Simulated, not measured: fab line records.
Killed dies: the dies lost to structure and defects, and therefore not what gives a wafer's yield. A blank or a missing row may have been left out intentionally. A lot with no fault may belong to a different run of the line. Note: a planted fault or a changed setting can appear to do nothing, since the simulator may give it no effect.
Which of the tools did it? | flow n5 finfet | 12 lots, 36 wafers sampled, at 2 steps of a route of 1938

== WHAT THE GAUGES SHOWED, per wafer ==
N5_BEOL_M7_THK_MEAS_53: measures by xrf.
lot  | measured     | on            | M7_THK (nm)
L076 | day 9 16:46  | film metro-02 | 79 83 83
L074 | day 10 04:55 | film metro-01 | 82 82 79
L078 | day 10 12:17 | film metro-01 | 81 80 87
L081 | day 10 17:50 | film metro-01 | 80 78 88
L083 | day 11 10:47 | film metro-02 | 80 86 76
L085 | day 12 05:55 | film metro-02 | 78 85 78
L087 | day 12 16:48 | film metro-02 | 84 81 79
L089 | day 13 02:42 | film metro-02 | 76 83 78
L090 | day 13 16:40 | film metro-02 | 79 84 79
L094 | day 14 02:34 | film metro-02 | 78 78 80
L095 | day 14 12:23 | film metro-01 | 86 82 79
L096 | day 14 19:39 | film metro-02 | 80 76 76

== WHICH TOOL RAN EACH LOT (tool, then ch and the chambers of the sampled wafers, then the start) ==
lot  | N5_BEOL_M7_ANNEAL_51
L076 | rtp anneal-02 ch 0, day 9 16:16
L074 | rtp anneal-02 ch 0, day 10 04:19
L078 | rtp anneal-01 ch 0, day 10 11:49
L081 | rtp anneal-02 ch 0, day 10 17:15
L083 | rtp anneal-01 ch 0, day 11 10:12
L085 | rtp anneal-01 ch 0, day 12 05:22
L087 | rtp anneal-01 ch 0, day 12 16:13
L089 | rtp anneal-01 ch 0, day 13 02:09
L090 | rtp anneal-01 ch 0, day 13 16:06
L094 | rtp anneal-01 ch 0, day 14 02:01
L095 | rtp anneal-01 ch 0, day 14 11:50
L096 | rtp anneal-01 ch 0, day 14 19:04
- N5_BEOL_M7_ANNEAL_51: time 90 s.

== THE ANSWER, worked out from the rows above alone ==
Rule: what is usual is taken from the lots themselves. Put in order of their means at a reading, lots are off if they are a third of the lots or fewer, leave a main group of 4 or more, and stand apart from it by a gap of 3 or more times the standard deviation of the main group's means; of several such gaps the widest counts. A main group whose means are all the same, to the digits that the tables above print for the reading, isn't used. Also off: a lot with no number at a reading for which 4 or more lots have one. All remaining lots with rows at the step are treated as sound.
Nothing can be told from this: no lot is off at any reading shown.

== WHAT THE SIMULATOR HAD INSERTED ==
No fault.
